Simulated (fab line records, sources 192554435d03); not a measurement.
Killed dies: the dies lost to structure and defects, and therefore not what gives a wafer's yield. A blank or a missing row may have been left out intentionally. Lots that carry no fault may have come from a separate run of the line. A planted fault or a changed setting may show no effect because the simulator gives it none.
Which of the tools did it? || flow n5 finfet || 24 lots with 72 wafers sampled at 5 steps, on a route of 1938 steps

## WHAT THE GAUGES READ, wafer by wafer
N5_BEOL_M3_THK_MEAS_53: measures by xrf. Usual: M3_THK gives 39.7 nm (standard deviation 2).
{"lot": "L074", "measured": "day 7 21:31", "on": "film metro-01", "M3_THK (nm)": "37.0 38.9 37.9", "flag": ""}
{"lot": "L075", "measured": "day 8 07:52", "on": "film metro-01", "M3_THK (nm)": "40.0 39.7 43.0", "flag": ""}
{"lot": "L076", "measured": "day 8 09:10", "on": "film metro-01", "M3_THK (nm)": "40.0 41.9 40.7", "flag": ""}
{"lot": "L077", "measured": "day 8 17:49", "on": "film metro-02", "M3_THK (nm)": "39.1 40.0 40.7", "flag": ""}
{"lot": "L078", "measured": "day 8 19:13", "on": "film metro-02", "M3_THK (nm)": "38.0 40.4 42.9", "flag": ""}
{"lot": "L079", "measured": "day 8 21:04", "on": "film metro-02", "M3_THK (nm)": "41.1 42.3 43.5", "flag": ""}
{"lot": "L080", "measured": "day 9 09:01", "on": "film metro-01", "M3_THK (nm)": "37.0 38.7 44.6", "flag": ""}
{"lot": "L081", "measured": "day 9 13:37", "on": "film metro-02", "M3_THK (nm)": "39.0 40.0 41.0", "flag": ""}
{"lot": "L082", "measured": "day 9 22:56", "on": "film metro-02", "M3_THK (nm)": "43.4 39.7 42.3", "flag": ""}
{"lot": "L083", "measured": "day 10 05:14", "on": "film metro-01", "M3_THK (nm)": "38.9 37.3 40.5", "flag": ""}
{"lot": "L085", "measured": "day 10 10:05", "on": "film metro-01", "M3_THK (nm)": "41.1 42.6 37.6", "flag": ""}
{"lot": "L084", "measured": "day 10 12:59", "on": "film metro-01", "M3_THK (nm)": "43.6 36.7 42.4", "flag": ""}
{"lot": "L088", "measured": "day 10 18:04", "on": "film metro-02", "M3_THK (nm)": "38.4 38.2 41.4", "flag": ""}
{"lot": "L086", "measured": "day 10 18:14", "on": "film metro-02", "M3_THK (nm)": "41.2 41.4 43.6", "flag": ""}
{"lot": "L087", "measured": "day 11 09:41", "on": "film metro-01", "M3_THK (nm)": "36.5 38.8 39.5", "flag": ""}
{"lot": "L089", "measured": "day 11 16:56", "on": "film metro-02", "M3_THK (nm)": "36.8 41.0 38.6", "flag": ""}
{"lot": "L090", "measured": "day 11 23:57", "on": "film metro-02", "M3_THK (nm)": "38.2 35.5 40.2", "flag": ""}
{"lot": "L091", "measured": "day 12 05:25", "on": "film metro-02", "M3_THK (nm)": "37.1 39.4 39.7", "flag": ""}
{"lot": "L092", "measured": "day 12 13:14", "on": "film metro-01", "M3_THK (nm)": "37.0 37.7 39.9", "flag": ""}
{"lot": "L094", "measured": "day 12 17:51", "on": "film metro-02", "M3_THK (nm)": "39.5 37.6 38.4", "flag": ""}
{"lot": "L093", "measured": "day 12 21:28", "on": "film metro-01", "M3_THK (nm)": "37.3 37.1 38.6", "flag": ""}
{"lot": "L096", "measured": "day 13 00:33", "on": "film metro-02", "M3_THK (nm)": "36.7 38.0 38.7", "flag": ""}
{"lot": "L095", "measured": "day 13 03:46", "on": "film metro-02", "M3_THK (nm)": "37.7 37.8 40.5", "flag": ""}
{"lot": "L097", "measured": "day 13 08:15", "on": "film metro-01", "M3_THK (nm)": "36.5 40.8 39.7", "flag": ""}

## EACH LOT AND THE TOOL THAT RAN IT (in order: tool; ch and the chambers of the sampled wafers; start)
{"lot": "L074", "N5_BEOL_M3_STRIP_97": "rie diel-01 ch 0,1,2, day 7 18:59 or earlier", "N5_BEOL_M3_ANNEAL_49": "pvd sputter-03, day 7 18:59", "N5_BEOL_M3_SPUTTER_79": "pvd sputter-03, day 7 19:08", "N5_BEOL_M3_ANNEAL_51": "rtp anneal-02 ch 0, day 7 20:58"}
{"lot": "L075", "N5_BEOL_M3_STRIP_97": "rie diel-02 ch 1,2, day 8 05:24 or earlier", "N5_BEOL_M3_ANNEAL_49": "pvd sputter-03, day 8 05:24", "N5_BEOL_M3_SPUTTER_79": "pvd sputter-03, day 8 05:32", "N5_BEOL_M3_ANNEAL_51": "rtp anneal-01 ch 0, day 8 07:17"}
{"lot": "L076", "N5_BEOL_M3_STRIP_97": "rie diel-02 ch 0,1, day 8 06:41 or earlier", "N5_BEOL_M3_ANNEAL_49": "pvd sputter-02, day 8 06:41", "N5_BEOL_M3_SPUTTER_79": "pvd sputter-02, day 8 06:49", "N5_BEOL_M3_ANNEAL_51": "rtp anneal-01 ch 0, day 8 08:36"}
{"lot": "L077", "N5_BEOL_M3_STRIP_97": "rie diel-01 ch 0,2, day 8 15:18 or earlier", "N5_BEOL_M3_ANNEAL_49": "pvd sputter-03, day 8 15:18", "N5_BEOL_M3_SPUTTER_79": "pvd sputter-03, day 8 15:26", "N5_BEOL_M3_ANNEAL_51": "rtp anneal-01 ch 0, day 8 17:13"}
{"lot": "L078", "N5_BEOL_M3_STRIP_97": "rie diel-02 ch 0,3, day 8 16:44 or earlier", "N5_BEOL_M3_ANNEAL_49": "pvd sputter-01, day 8 16:44", "N5_BEOL_M3_SPUTTER_79": "pvd sputter-01, day 8 16:53", "N5_BEOL_M3_ANNEAL_51": "rtp anneal-02 ch 0, day 8 18:37"}
{"lot": "L079", "N5_BEOL_M3_STRIP_97": "rie diel-03 ch 0,1,3, day 8 18:35 or earlier", "N5_BEOL_M3_ANNEAL_49": "pvd sputter-01, day 8 18:35", "N5_BEOL_M3_SPUTTER_79": "pvd sputter-01, day 8 18:43", "N5_BEOL_M3_ANNEAL_51": "rtp anneal-02 ch 0, day 8 20:28"}
{"lot": "L080", "N5_BEOL_M3_STRIP_97": "rie diel-03 ch 2,3, day 9 06:33 or earlier", "N5_BEOL_M3_ANNEAL_49": "pvd sputter-01, day 9 06:33", "N5_BEOL_M3_SPUTTER_79": "pvd sputter-01, day 9 06:41", "N5_BEOL_M3_ANNEAL_51": "rtp anneal-01 ch 0, day 9 08:31"}
{"lot": "L081", "N5_BEOL_M3_STRIP_97": "rie diel-01 ch 2,3, day 9 10:20 or earlier", "N5_BEOL_M3_ANNEAL_49": "pvd sputter-01, day 9 10:20", "N5_BEOL_M3_SPUTTER_79": "pvd sputter-01, day 9 10:37", "N5_BEOL_M3_ANNEAL_51": "rtp anneal-02 ch 0, day 9 13:01"}
{"lot": "L082", "N5_BEOL_M3_STRIP_97": "rie diel-01 ch 0,2,3, day 9 20:29 or earlier", "N5_BEOL_M3_ANNEAL_49": "pvd sputter-01, day 9 20:29", "N5_BEOL_M3_SPUTTER_79": "pvd sputter-01, day 9 20:37", "N5_BEOL_M3_ANNEAL_51": "rtp anneal-02 ch 0, day 9 22:21"}
{"lot": "L083", "N5_BEOL_M3_STRIP_97": "rie diel-03 ch 1,2,3, day 10 02:46 or earlier", "N5_BEOL_M3_ANNEAL_49": "pvd sputter-02, day 10 02:46", "N5_BEOL_M3_SPUTTER_79": "pvd sputter-02, day 10 02:55", "N5_BEOL_M3_ANNEAL_51": "rtp anneal-01 ch 0, day 10 04:42"}
{"lot": "L085", "N5_BEOL_M3_STRIP_97": "rie diel-03 ch 1,2,3, day 10 07:16 or earlier", "N5_BEOL_M3_ANNEAL_49": "pvd sputter-01, day 10 07:16", "N5_BEOL_M3_SPUTTER_79": "pvd sputter-01, day 10 07:24", "N5_BEOL_M3_ANNEAL_51": "rtp anneal-02 ch 0, day 10 09:13"}
{"lot": "L084", "N5_BEOL_M3_STRIP_97": "rie diel-01 ch 0,1,3, day 10 10:31 or earlier", "N5_BEOL_M3_ANNEAL_49": "pvd sputter-02, day 10 10:31", "N5_BEOL_M3_SPUTTER_79": "pvd sputter-02, day 10 10:40", "N5_BEOL_M3_ANNEAL_51": "rtp anneal-01 ch 0, day 10 12:23"}
{"lot": "L088", "N5_BEOL_M3_STRIP_97": "rie diel-01 ch 0,2, day 10 15:31 or earlier", "N5_BEOL_M3_ANNEAL_49": "pvd sputter-01, day 10 15:31", "N5_BEOL_M3_SPUTTER_79": "pvd sputter-01, day 10 15:39", "N5_BEOL_M3_ANNEAL_51": "rtp anneal-02 ch 0, day 10 17:29"}
{"lot": "L086", "N5_BEOL_M3_STRIP_97": "rie diel-03 ch 1,3, day 10 15:40 or earlier", "N5_BEOL_M3_ANNEAL_49": "pvd sputter-03, day 10 15:40", "N5_BEOL_M3_SPUTTER_79": "pvd sputter-03, day 10 15:49", "N5_BEOL_M3_ANNEAL_51": "rtp anneal-01 ch 0, day 10 17:38"}
{"lot": "L087", "N5_BEOL_M3_STRIP_97": "rie diel-01 ch 1,3, day 11 07:07 or earlier", "N5_BEOL_M3_ANNEAL_49": "pvd sputter-03, day 11 07:07", "N5_BEOL_M3_SPUTTER_79": "pvd sputter-03, day 11 07:16", "N5_BEOL_M3_ANNEAL_51": "rtp anneal-02 ch 0, day 11 09:11"}
{"lot": "L089", "N5_BEOL_M3_STRIP_97": "rie diel-02 ch 0,1, day 11 13:56 or earlier", "N5_BEOL_M3_ANNEAL_49": "pvd sputter-01, day 11 13:56", "N5_BEOL_M3_SPUTTER_79": "pvd sputter-01, day 11 14:04", "N5_BEOL_M3_ANNEAL_51": "rtp anneal-02 ch 0, day 11 16:14"}
{"lot": "L090", "N5_BEOL_M3_STRIP_97": "rie diel-01 ch 0,1,2, day 11 21:00 or earlier", "N5_BEOL_M3_ANNEAL_49": "pvd sputter-03, day 11 21:00", "N5_BEOL_M3_SPUTTER_79": "pvd sputter-03, day 11 21:08", "N5_BEOL_M3_ANNEAL_51": "rtp anneal-01 ch 0, day 11 23:02"}
{"lot": "L091", "N5_BEOL_M3_STRIP_97": "rie diel-01 ch 0,1,2, day 12 02:56 or earlier", "N5_BEOL_M3_ANNEAL_49": "pvd sputter-01, day 12 02:56", "N5_BEOL_M3_SPUTTER_79": "pvd sputter-01, day 12 03:05", "N5_BEOL_M3_ANNEAL_51": "rtp anneal-02 ch 0, day 12 04:49"}
{"lot": "L092", "N5_BEOL_M3_STRIP_97": "rie diel-01 ch 0,1, day 12 10:46 or earlier", "N5_BEOL_M3_ANNEAL_49": "pvd sputter-03, day 12 10:46", "N5_BEOL_M3_SPUTTER_79": "pvd sputter-03, day 12 10:54", "N5_BEOL_M3_ANNEAL_51": "rtp anneal-01 ch 0, day 12 12:38"}
{"lot": "L094", "N5_BEOL_M3_STRIP_97": "rie diel-02 ch 0,1,2, day 12 15:23 or earlier", "N5_BEOL_M3_ANNEAL_49": "pvd sputter-01, day 12 15:23", "N5_BEOL_M3_SPUTTER_79": "pvd sputter-01, day 12 15:31", "N5_BEOL_M3_ANNEAL_51": "rtp anneal-02 ch 0, day 12 17:16"}
{"lot": "L093", "N5_BEOL_M3_STRIP_97": "rie diel-02 ch 0,1, day 12 19:00 or earlier", "N5_BEOL_M3_ANNEAL_49": "pvd sputter-01, day 12 19:00", "N5_BEOL_M3_SPUTTER_79": "pvd sputter-01, day 12 19:08", "N5_BEOL_M3_ANNEAL_51": "rtp anneal-02 ch 0, day 12 20:58"}
{"lot": "L096", "N5_BEOL_M3_STRIP_97": "rie diel-01 ch 0,3, day 12 22:05 or earlier", "N5_BEOL_M3_ANNEAL_49": "pvd sputter-01, day 12 22:05", "N5_BEOL_M3_SPUTTER_79": "pvd sputter-01, day 12 22:13", "N5_BEOL_M3_ANNEAL_51": "rtp anneal-02 ch 0, day 12 23:58"}
{"lot": "L095", "N5_BEOL_M3_STRIP_97": "rie diel-03 ch 1,2,3, day 13 01:18 or earlier", "N5_BEOL_M3_ANNEAL_49": "pvd sputter-01, day 13 01:18", "N5_BEOL_M3_SPUTTER_79": "pvd sputter-01, day 13 01:26", "N5_BEOL_M3_ANNEAL_51": "rtp anneal-02 ch 0, day 13 03:11"}
{"lot": "L097", "N5_BEOL_M3_STRIP_97": "rie diel-01 ch 0,1,3, day 13 05:47 or earlier", "N5_BEOL_M3_ANNEAL_49": "pvd sputter-03, day 13 05:47", "N5_BEOL_M3_SPUTTER_79": "pvd sputter-03, day 13 05:55", "N5_BEOL_M3_ANNEAL_51": "rtp anneal-01 ch 0, day 13 07:39"}
- N5_BEOL_M3_STRIP_97: strips in N2/H2, time 10 s.
- N5_BEOL_M3_ANNEAL_49: time 240 s.
- N5_BEOL_M3_SPUTTER_79: material Cu, target thk 4.5 nm, time 8.29 s.
- N5_BEOL_M3_ANNEAL_51: time 90 s.

## WHAT THE TOOLS THEMSELVES READ (means of the sampled wafers that have a number; where no wafer has one, the mark that the record gives instead)
N5_BEOL_M3_STRIP_97. Usual: drypump motor current A 5.7 A, standard deviation 0.43; oes product au 0.76 a.u., standard deviation 0.08; rf vpp V 59.1 V, standard deviation 0.87; showerhead plenum p Torr 2.51 Torr, standard deviation 0.086; temp c 39.99 C, standard deviation 0.12; throttle valve pct 23.7 %, standard deviation 0.41.
{"lot": "L074", "tool": "rie diel-01", "drypump motor current A (A)": 5.9, "oes product au (a.u.)": 0.75, "rf vpp V (V)": 59.8, "showerhead plenum p Torr (Torr)": 2.53, "temp c (C)": 40.03, "throttle valve pct (%)": 23.5, "flag": ""}
{"lot": "L075", "tool": "rie diel-02", "drypump motor current A (A)": 5.8, "oes product au (a.u.)": 0.76, "rf vpp V (V)": 59.0, "showerhead plenum p Torr (Torr)": 2.50, "temp c (C)": 39.98, "throttle valve pct (%)": 23.6, "flag": ""}
{"lot": "L076", "tool": "rie diel-02", "drypump motor current A (A)": 5.6, "oes product au (a.u.)": 0.90, "rf vpp V (V)": 59.7, "showerhead plenum p Torr (Torr)": 2.55, "temp c (C)": 39.94, "throttle valve pct (%)": 23.5, "flag": ""}
{"lot": "L077", "tool": "rie diel-01", "drypump motor current A (A)": 6.2, "oes product au (a.u.)": 0.74, "rf vpp V (V)": 59.7, "showerhead plenum p Torr (Torr)": 2.60, "temp c (C)": 39.95, "throttle valve pct (%)": 23.2, "flag": ""}
{"lot": "L078", "tool": "rie diel-02", "drypump motor current A (A)": 5.4, "oes product au (a.u.)": 0.86, "rf vpp V (V)": 58.7, "showerhead plenum p Torr (Torr)": 2.57, "temp c (C)": 40.13, "throttle valve pct (%)": 23.3, "flag": ""}
{"lot": "L079", "tool": "rie diel-03", "drypump motor current A (A)": 5.2, "oes product au (a.u.)": 0.72, "rf vpp V (V)": 58.6, "showerhead plenum p Torr (Torr)": 2.53, "temp c (C)": 40.06, "throttle valve pct (%)": 24.0, "flag": ""}
{"lot": "L080", "tool": "rie diel-03", "drypump motor current A (A)": 5.6, "oes product au (a.u.)": 0.92, "rf vpp V (V)": 58.1, "showerhead plenum p Torr (Torr)": 2.46, "temp c (C)": 40.03, "throttle valve pct (%)": 23.8, "flag": ""}
{"lot": "L081", "tool": "rie diel-01", "drypump motor current A (A)": 6.1, "oes product au (a.u.)": 0.73, "rf vpp V (V)": 59.5, "showerhead plenum p Torr (Torr)": 2.48, "temp c (C)": 40.12, "throttle valve pct (%)": 23.9, "flag": ""}
{"lot": "L082", "tool": "rie diel-01", "drypump motor current A (A)": 6.2, "oes product au (a.u.)": 0.73, "rf vpp V (V)": 59.0, "showerhead plenum p Torr (Torr)": 2.52, "temp c (C)": 39.83, "throttle valve pct (%)": 23.6, "flag": ""}
{"lot": "L083", "tool": "rie diel-03", "drypump motor current A (A)": 5.4, "oes product au (a.u.)": 0.80, "rf vpp V (V)": 58.7, "showerhead plenum p Torr (Torr)": 2.47, "temp c (C)": 40.18, "throttle valve pct (%)": 24.0, "flag": ""}
{"lot": "L085", "tool": "rie diel-03", "drypump motor current A (A)": 5.4, "oes product au (a.u.)": 0.79, "rf vpp V (V)": 57.8, "showerhead plenum p Torr (Torr)": 2.47, "temp c (C)": 40.05, "throttle valve pct (%)": 24.0, "flag": ""}
{"lot": "L084", "tool": "rie diel-01", "drypump motor current A (A)": 5.9, "oes product au (a.u.)": 0.73, "rf vpp V (V)": 59.9, "showerhead plenum p Torr (Torr)": 2.45, "temp c (C)": 39.90, "throttle valve pct (%)": 23.9, "flag": ""}
{"lot": "L088", "tool": "rie diel-01", "drypump motor current A (A)": 6.3, "oes product au (a.u.)": 0.72, "rf vpp V (V)": 59.3, "showerhead plenum p Torr (Torr)": 2.55, "temp c (C)": 39.88, "throttle valve pct (%)": 23.3, "flag": ""}
{"lot": "L086", "tool": "rie diel-03", "drypump motor current A (A)": 5.1, "oes product au (a.u.)": 0.68, "rf vpp V (V)": 59.5, "showerhead plenum p Torr (Torr)": 2.48, "temp c (C)": 40.04, "throttle valve pct (%)": 24.1, "flag": ""}
{"lot": "L087", "tool": "rie diel-01", "drypump motor current A (A)": 5.8, "oes product au (a.u.)": 0.72, "rf vpp V (V)": 58.5, "showerhead plenum p Torr (Torr)": 2.41, "temp c (C)": 40.07, "throttle valve pct (%)": 24.2, "flag": ""}
{"lot": "L089", "tool": "rie diel-02", "drypump motor current A (A)": 5.6, "oes product au (a.u.)": 0.80, "rf vpp V (V)": 59.5, "showerhead plenum p Torr (Torr)": 2.48, "temp c (C)": 39.98, "throttle valve pct (%)": 23.7, "flag": ""}
{"lot": "L090", "tool": "rie diel-01", "drypump motor current A (A)": 5.9, "oes product au (a.u.)": 0.73, "rf vpp V (V)": 59.2, "showerhead plenum p Torr (Torr)": 2.52, "temp c (C)": 40.04, "throttle valve pct (%)": 23.5, "flag": ""}
{"lot": "L091", "tool": "rie diel-01", "drypump motor current A (A)": 5.9, "oes product au (a.u.)": 0.72, "rf vpp V (V)": 59.9, "showerhead plenum p Torr (Torr)": 2.52, "temp c (C)": 39.93, "throttle valve pct (%)": 23.6, "flag": ""}
{"lot": "L092", "tool": "rie diel-01", "drypump motor current A (A)": 5.7, "oes product au (a.u.)": 0.72, "rf vpp V (V)": 59.2, "showerhead plenum p Torr (Torr)": 2.45, "temp c (C)": 39.97, "throttle valve pct (%)": 23.8, "flag": ""}
{"lot": "L094", "tool": "rie diel-02", "drypump motor current A (A)": 5.7, "oes product au (a.u.)": 0.79, "rf vpp V (V)": 58.8, "showerhead plenum p Torr (Torr)": 2.52, "temp c (C)": 40.03, "throttle valve pct (%)": 23.6, "flag": ""}
{"lot": "L093", "tool": "rie diel-02", "drypump motor current A (A)": 5.6, "oes product au (a.u.)": 0.84, "rf vpp V (V)": 59.2, "showerhead plenum p Torr (Torr)": 2.54, "temp c (C)": 39.95, "throttle valve pct (%)": 23.5, "flag": ""}
{"lot": "L096", "tool": "rie diel-01", "drypump motor current A (A)": 6.2, "oes product au (a.u.)": 0.69, "rf vpp V (V)": 59.2, "showerhead plenum p Torr (Torr)": 2.43, "temp c (C)": 39.89, "throttle valve pct (%)": 24.0, "flag": ""}
{"lot": "L095", "tool": "rie diel-03", "drypump motor current A (A)": 5.4, "oes product au (a.u.)": 0.86, "rf vpp V (V)": 58.4, "showerhead plenum p Torr (Torr)": 2.46, "temp c (C)": 40.02, "throttle valve pct (%)": 23.9, "flag": ""}
{"lot": "L097", "tool": "rie diel-01", "drypump motor current A (A)": 5.9, "oes product au (a.u.)": 0.71, "rf vpp V (V)": 59.3, "showerhead plenum p Torr (Torr)": 2.44, "temp c (C)": 39.95, "throttle valve pct (%)": 23.9, "flag": ""}

N5_BEOL_M3_ANNEAL_49. Usual: heater power w reads 927 W (standard deviation 69).
{"lot": "L074", "tool": "pvd sputter-03", "heater power w (W)": 876, "flag": ""}
{"lot": "L075", "tool": "pvd sputter-03", "heater power w (W)": 867, "flag": ""}
{"lot": "L076", "tool": "pvd sputter-02", "heater power w (W)": 864, "flag": ""}
{"lot": "L077", "tool": "pvd sputter-03", "heater power w (W)": 893, "flag": ""}
{"lot": "L078", "tool": "pvd sputter-01", "heater power w (W)": 934, "flag": ""}
{"lot": "L079", "tool": "pvd sputter-01", "heater power w (W)": 940, "flag": ""}
{"lot": "L080", "tool": "pvd sputter-01", "heater power w (W)": 941, "flag": ""}
{"lot": "L081", "tool": "pvd sputter-01", "heater power w (W)": 959, "flag": ""}
{"lot": "L082", "tool": "pvd sputter-01", "heater power w (W)": 1024, "flag": ""}
{"lot": "L083", "tool": "pvd sputter-02", "heater power w (W)": 839, "flag": ""}
{"lot": "L085", "tool": "pvd sputter-01", "heater power w (W)": 938, "flag": ""}
{"lot": "L084", "tool": "pvd sputter-02", "heater power w (W)": 835, "flag": ""}
{"lot": "L088", "tool": "pvd sputter-01", "heater power w (W)": 988, "flag": ""}
{"lot": "L086", "tool": "pvd sputter-03", "heater power w (W)": 905, "flag": ""}
{"lot": "L087", "tool": "pvd sputter-03", "heater power w (W)": 924, "flag": ""}
{"lot": "L089", "tool": "pvd sputter-01", "heater power w (W)": 935, "flag": ""}
{"lot": "L090", "tool": "pvd sputter-03", "heater power w (W)": 912, "flag": ""}
{"lot": "L091", "tool": "pvd sputter-01", "heater power w (W)": 940, "flag": ""}
{"lot": "L092", "tool": "pvd sputter-03", "heater power w (W)": 896, "flag": ""}
{"lot": "L094", "tool": "pvd sputter-01", "heater power w (W)": 943, "flag": ""}
{"lot": "L093", "tool": "pvd sputter-01", "heater power w (W)": 1003, "flag": ""}
{"lot": "L096", "tool": "pvd sputter-01", "heater power w (W)": 918, "flag": ""}
{"lot": "L095", "tool": "pvd sputter-01", "heater power w (W)": 916, "flag": ""}
{"lot": "L097", "tool": "pvd sputter-03", "heater power w (W)": 881, "flag": ""}

N5_BEOL_M3_SPUTTER_79. Usual: throttle valve pct reads 29.6 % (standard deviation 1.2).
{"lot": "L074", "tool": "pvd sputter-03", "throttle valve pct (%)": 29.8, "flag": ""}
{"lot": "L075", "tool": "pvd sputter-03", "throttle valve pct (%)": 29.7, "flag": ""}
{"lot": "L076", "tool": "pvd sputter-02", "throttle valve pct (%)": 29.8, "flag": ""}
{"lot": "L077", "tool": "pvd sputter-03", "throttle valve pct (%)": 30.1, "flag": ""}
{"lot": "L078", "tool": "pvd sputter-01", "throttle valve pct (%)": 29.8, "flag": ""}
{"lot": "L079", "tool": "pvd sputter-01", "throttle valve pct (%)": 29.4, "flag": ""}
{"lot": "L080", "tool": "pvd sputter-01", "throttle valve pct (%)": 29.4, "flag": ""}
{"lot": "L081", "tool": "pvd sputter-01", "throttle valve pct (%)": 29.5, "flag": ""}
{"lot": "L082", "tool": "pvd sputter-01", "throttle valve pct (%)": 29.7, "flag": ""}
{"lot": "L083", "tool": "pvd sputter-02", "throttle valve pct (%)": 29.2, "flag": ""}
{"lot": "L085", "tool": "pvd sputter-01", "throttle valve pct (%)": 29.2, "flag": ""}
{"lot": "L084", "tool": "pvd sputter-02", "throttle valve pct (%)": 29.1, "flag": ""}
{"lot": "L088", "tool": "pvd sputter-01", "throttle valve pct (%)": 29.1, "flag": ""}
{"lot": "L086", "tool": "pvd sputter-03", "throttle valve pct (%)": 29.3, "flag": ""}
{"lot": "L087", "tool": "pvd sputter-03", "throttle valve pct (%)": 29.8, "flag": ""}
{"lot": "L089", "tool": "pvd sputter-01", "throttle valve pct (%)": 29.7, "flag": ""}
{"lot": "L090", "tool": "pvd sputter-03", "throttle valve pct (%)": 29.8, "flag": ""}
{"lot": "L091", "tool": "pvd sputter-01", "throttle valve pct (%)": 29.9, "flag": ""}
{"lot": "L092", "tool": "pvd sputter-03", "throttle valve pct (%)": 29.1, "flag": ""}
{"lot": "L094", "tool": "pvd sputter-01", "throttle valve pct (%)": 29.4, "flag": ""}
{"lot": "L093", "tool": "pvd sputter-01", "throttle valve pct (%)": 30.2, "flag": ""}
{"lot": "L096", "tool": "pvd sputter-01", "throttle valve pct (%)": 28.8, "flag": ""}
{"lot": "L095", "tool": "pvd sputter-01", "throttle valve pct (%)": 31.0, "flag": ""}
{"lot": "L097", "tool": "pvd sputter-03", "throttle valve pct (%)": 30.2, "flag": ""}

N5_BEOL_M3_ANNEAL_51. Usual: anneal temp c max 226.1, standard deviation 0.4; wafer_temp_C_max 226.2, standard deviation 0.47.
{"lot": "L074", "tool": "rtp anneal-02", "anneal temp c max": 225.6, "wafer_temp_C_max": 226.4, "flag": ""}
{"lot": "L075", "tool": "rtp anneal-01", "anneal temp c max": 226.8, "wafer_temp_C_max": 225.7, "flag": ""}
{"lot": "L076", "tool": "rtp anneal-01", "anneal temp c max": 226.6, "wafer_temp_C_max": 225.7, "flag": ""}
{"lot": "L077", "tool": "rtp anneal-01", "anneal temp c max": 226.5, "wafer_temp_C_max": 225.7, "flag": ""}
{"lot": "L078", "tool": "rtp anneal-02", "anneal temp c max": 225.7, "wafer_temp_C_max": 226.8, "flag": ""}
{"lot": "L079", "tool": "rtp anneal-02", "anneal temp c max": 225.9, "wafer_temp_C_max": 226.2, "flag": ""}
{"lot": "L080", "tool": "rtp anneal-01", "anneal temp c max": 226.6, "wafer_temp_C_max": 225.9, "flag": ""}
{"lot": "L081", "tool": "rtp anneal-02", "anneal temp c max": 226.0, "wafer_temp_C_max": 226.2, "flag": ""}
{"lot": "L082", "tool": "rtp anneal-02", "anneal temp c max": 226.0, "wafer_temp_C_max": 226.6, "flag": ""}
{"lot": "L083", "tool": "rtp anneal-01", "anneal temp c max": 226.3, "wafer_temp_C_max": 225.7, "flag": ""}
{"lot": "L085", "tool": "rtp anneal-02", "anneal temp c max": 225.8, "wafer_temp_C_max": 226.7, "flag": ""}
{"lot": "L084", "tool": "rtp anneal-01", "anneal temp c max": 226.5, "wafer_temp_C_max": 225.6, "flag": ""}
{"lot": "L088", "tool": "rtp anneal-02", "anneal temp c max": 225.9, "wafer_temp_C_max": 226.2, "flag": ""}
{"lot": "L086", "tool": "rtp anneal-01", "anneal temp c max": 226.7, "wafer_temp_C_max": 226.2, "flag": ""}
{"lot": "L087", "tool": "rtp anneal-02", "anneal temp c max": 225.7, "wafer_temp_C_max": 226.8, "flag": ""}
{"lot": "L089", "tool": "rtp anneal-02", "anneal temp c max": 225.5, "wafer_temp_C_max": 226.5, "flag": ""}
{"lot": "L090", "tool": "rtp anneal-01", "anneal temp c max": 226.2, "wafer_temp_C_max": 225.7, "flag": ""}
{"lot": "L091", "tool": "rtp anneal-02", "anneal temp c max": 226.0, "wafer_temp_C_max": 226.7, "flag": ""}
{"lot": "L092", "tool": "rtp anneal-01", "anneal temp c max": 226.4, "wafer_temp_C_max": 226.0, "flag": ""}
{"lot": "L094", "tool": "rtp anneal-02", "anneal temp c max": 225.9, "wafer_temp_C_max": 226.5, "flag": ""}
{"lot": "L093", "tool": "rtp anneal-02", "anneal temp c max": 225.7, "wafer_temp_C_max": 226.6, "flag": ""}
{"lot": "L096", "tool": "rtp anneal-02", "anneal temp c max": 226.1, "wafer_temp_C_max": 226.6, "flag": ""}
{"lot": "L095", "tool": "rtp anneal-02", "anneal temp c max": 225.8, "wafer_temp_C_max": 226.6, "flag": ""}
{"lot": "L097", "tool": "rtp anneal-01", "anneal temp c max": 226.6, "wafer_temp_C_max": 225.7, "flag": ""}

## THE ANSWER, worked out from the rows above alone
Rule: lot off if the mean of its wafers having a number is beyond 3 standard deviations from the usual mean. A lot without any number at a reading at which 4 lots or more have one is off too. Any other lot the step has rows for is counted as sound. After the gauges, taken in route order, come the tools' own readings; for these a lot's mean is taken, as printed above. At the first step where some lot is off, the reading lying furthest off is the one used; lots without a number count as furthest.
No lot is off on any of the readings shown, so nothing can be concluded from this.

## WHAT THE SIMULATOR HAD PUT IN
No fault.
